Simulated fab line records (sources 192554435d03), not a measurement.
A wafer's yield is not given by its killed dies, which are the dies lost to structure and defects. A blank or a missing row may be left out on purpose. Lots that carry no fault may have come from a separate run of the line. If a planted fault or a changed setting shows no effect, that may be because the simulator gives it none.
Which of the tools did it? + flow n5Finfet + 33 wafers from 11 lots sampled at 4 of the route's 1938 steps

== WHAT EACH GAUGE READ, for each wafer ==
N5_BEOL_M7_RS_MEAS_57: measures by four-point-probe.
| lot  | measured     | on           | M7_RS (ohm/sq)    |
|------|--------------|--------------|-------------------|
| L545 | day 12 02:31 | filmMetro-02 | 0.297 0.289 0.307 |
| L547 | day 12 04:01 | filmMetro-02 | 0.282 0.280 0.284 |
| L554 | day 13 02:25 | filmMetro-01 | 0.272 0.280 0.275 |
| L552 | day 13 21:05 | filmMetro-01 | 0.298 0.291 0.288 |
| L555 | day 14 01:10 | filmMetro-02 | 0.280 0.290 0.279 |
| L553 | day 14 05:47 | filmMetro-02 | 0.298 0.284 0.287 |
| L557 | day 15 14:31 | filmMetro-02 | 0.290 0.275 0.292 |
| L562 | day 16 15:56 | filmMetro-02 | 0.278 0.279 0.293 |
| L566 | day 17 11:02 | filmMetro-01 | 0.286 0.289 0.289 |
| L568 | day 17 12:10 | filmMetro-01 | 0.294 0.293 0.299 |
| L567 | day 17 16:02 | filmMetro-02 | 0.286 0.277 0.286 |

== EACH LOT AND THE TOOL THAT RAN IT (in order: tool; ch and the chambers of the sampled wafers; start) ==
| lot  | N5_BEOL_M7_ETCH_41                           | N5_BEOL_M7_CURE_75           | N5_BEOL_M7_SPUTTER_48       |
|------|----------------------------------------------|------------------------------|-----------------------------|
| L545 | rieDiel-06 ch 0,1,2, day 11 23:34 or earlier | uvCure-03 ch 2, day 11 23:34 | pvdSputter-03, day 12 01:22 |
| L547 | rieDiel-02 ch 0,2,3, day 12 00:36 or earlier | uvCure-02 ch 2, day 12 00:36 | pvdSputter-01, day 12 03:05 |
| L554 | rieDiel-02 ch 0,3, day 12 22:49 or earlier   | uvCure-02 ch 1, day 12 22:49 | pvdSputter-02, day 13 00:50 |
| L552 | rieDiel-05 ch 0,2,3, day 13 18:34 or earlier | uvCure-03 ch 1, day 13 18:34 | pvdSputter-02, day 13 20:08 |
| L555 | rieDiel-02 ch 0,2,3, day 13 21:28 or earlier | uvCure-01 ch 2, day 13 21:28 | pvdSputter-02, day 14 00:13 |
| L553 | rieDiel-06 ch 0,3, day 14 03:29 or earlier   | uvCure-02 ch 2, day 14 03:29 | pvdSputter-03, day 14 04:51 |
| L557 | rieDiel-06 ch 0,2, day 15 10:44 or earlier   | uvCure-03 ch 2, day 15 10:44 | pvdSputter-02, day 15 13:27 |
| L562 | rieDiel-06 ch 0,1,3, day 16 11:05 or earlier | uvCure-01 ch 2, day 16 11:05 | pvdSputter-02, day 16 15:01 |
| L566 | rieDiel-02 ch 2,3, day 17 07:38 or earlier   | uvCure-01 ch 2, day 17 07:38 | pvdSputter-03, day 17 09:49 |
| L568 | rieDiel-05 ch 2,3, day 17 09:16 or earlier   | uvCure-02 ch 1, day 17 09:16 | pvdSputter-03, day 17 10:57 |
| L567 | rieDiel-02 ch 0,3, day 17 12:52 or earlier   | uvCure-01 ch 0, day 17 12:52 | pvdSputter-03, day 17 15:07 |
- N5_BEOL_M7_ETCH_41: etches SiCN in CH3F/O2, target depth 31.9 nm, time 57.8 s.
- N5_BEOL_M7_CURE_75: cures SiCOH lowk, time 120 s.
- N5_BEOL_M7_SPUTTER_48: material Cu, target thk 10 nm, time 1.667 s.

== WHAT THE TOOLS THEMSELVES READ (means of the sampled wafers that have a number; where no wafer has one, the mark that the record gives instead) ==
N5_BEOL_M7_ETCH_41.
| lot  | tool       | drypumpMotorCurrentA (A) | oesProductAu (a.u.) | rfVppV (V) | showerheadPlenumPTorr (Torr) | throttleValvePct (%) |
|------|------------|--------------------------|---------------------|------------|------------------------------|----------------------|
| L545 | rieDiel-06 | 5.9                      | 0.75                | 296.6      | 1.91                         | 16.41                |
| L547 | rieDiel-02 | 5.5                      | 0.76                | 297.4      | 2.00                         | 16.20                |
| L554 | rieDiel-02 | 5.1                      | 0.76                | 296.0      | 1.92                         | 16.29                |
| L552 | rieDiel-05 | 5.6                      | 0.85                | 297.2      | 1.98                         | 16.50                |
| L555 | rieDiel-02 | 5.4                      | 0.74                | 297.7      | 2.00                         | 16.20                |
| L553 | rieDiel-06 | 5.8                      | 0.68                | 296.4      | 1.92                         | 16.68                |
| L557 | rieDiel-06 | 6.0                      | 0.77                | 297.0      | 1.97                         | 16.37                |
| L562 | rieDiel-06 | 5.7                      | 0.83                | 296.1      | 1.93                         | 16.47                |
| L566 | rieDiel-02 | 5.5                      | 0.74                | 295.0      | 1.91                         | 16.30                |
| L568 | rieDiel-05 | 5.4                      | 0.76                | 296.9      | 1.95                         | 16.71                |
| L567 | rieDiel-02 | 5.1                      | 0.73                | 295.0      | 1.91                         | 16.35                |

N5_BEOL_M7_CURE_75.
| lot  | tool      | lampPowerPct (%) | wafer_temp_C_max |
|------|-----------|------------------|------------------|
| L545 | uvCure-03 | 52.29            | 371.2            |
| L547 | uvCure-02 | 52.27            | 371.9            |
| L554 | uvCure-02 | 52.34            | 373.1            |
| L552 | uvCure-03 | 52.32            | 371.0            |
| L555 | uvCure-01 | 52.30            | 371.2            |
| L553 | uvCure-02 | 52.31            | 371.7            |
| L557 | uvCure-03 | 52.30            | 371.3            |
| L562 | uvCure-01 | 52.32            | 371.4            |
| L566 | uvCure-01 | 52.31            | 371.2            |
| L568 | uvCure-02 | 52.30            | 372.4            |
| L567 | uvCure-01 | 52.36            | 371.5            |

N5_BEOL_M7_SPUTTER_48.
| lot  | tool          | cathodeDcPowerW (W) | chamberPressurePa (Pa) | throttleValvePct (%) |
|------|---------------|---------------------|------------------------|----------------------|
| L545 | pvdSputter-03 | 26001               | 0.12989                | 30.3                 |
| L547 | pvdSputter-01 | 25996               | 0.13000                | 30.5                 |
| L554 | pvdSputter-02 | 26001               | 0.12988                | 29.7                 |
| L552 | pvdSputter-02 | 25998               | 0.13012                | 30.7                 |
| L555 | pvdSputter-02 | 25999               | 0.13016                | 30.4                 |
| L553 | pvdSputter-03 | 25999               | 0.12992                | 30.1                 |
| L557 | pvdSputter-02 | 32021               | 0.13008                | 30.6                 |
| L562 | pvdSputter-02 | 32032               | 0.12989                | 30.8                 |
| L566 | pvdSputter-03 | 25998               | 0.12974                | 30.1                 |
| L568 | pvdSputter-03 | 26003               | 0.13007                | 30.1                 |
| L567 | pvdSputter-03 | 25998               | 0.13022                | 29.9                 |

== THE ANSWER, worked out from the rows above alone ==
Rule: the lots themselves supply what counts as usual. The widest of any qualifying gaps counts: lots, ordered by their means at a reading, are off when they make up no more than a third of the lots, leave a main group of 4 or more, and stand apart from it by 3 or more times the standard deviation of that group's means. A main group is skipped when, at the precision printed for the reading in the tables above, its means are all equal. A lot without any number at a reading at which 4 lots or more have one is off too. Where the step has rows for the other lots, those lots are counted as sound. After the gauges, taken in route order, come the tools' own readings; for these a lot's mean is taken, as printed above. The first step at which some lot is off is used, and at that step the reading that is off furthest; a lot without a number counts as furthest.
Off: L557, L562, at N5_BEOL_M7_SPUTTER_48 (cathodeDcPowerW). For the main group the mean is 25999 W and the standard deviation 2.
If a tool, at that step or one of the process steps before it, ran each lot that is off and ran no sound lot following the first of them, it fits. Because N5_BEOL_M7_ETCH_41 lacks a start for some lots, the hours and order of its lots are taken from N5_BEOL_M7_CURE_75. This does not decide it: 2 tools fit, namely rieDiel-06 at N5_BEOL_M7_ETCH_41 and pvdSputter-02 at N5_BEOL_M7_SPUTTER_48.

== WHAT HAD BEEN PUT IN BY THE SIMULATOR ==
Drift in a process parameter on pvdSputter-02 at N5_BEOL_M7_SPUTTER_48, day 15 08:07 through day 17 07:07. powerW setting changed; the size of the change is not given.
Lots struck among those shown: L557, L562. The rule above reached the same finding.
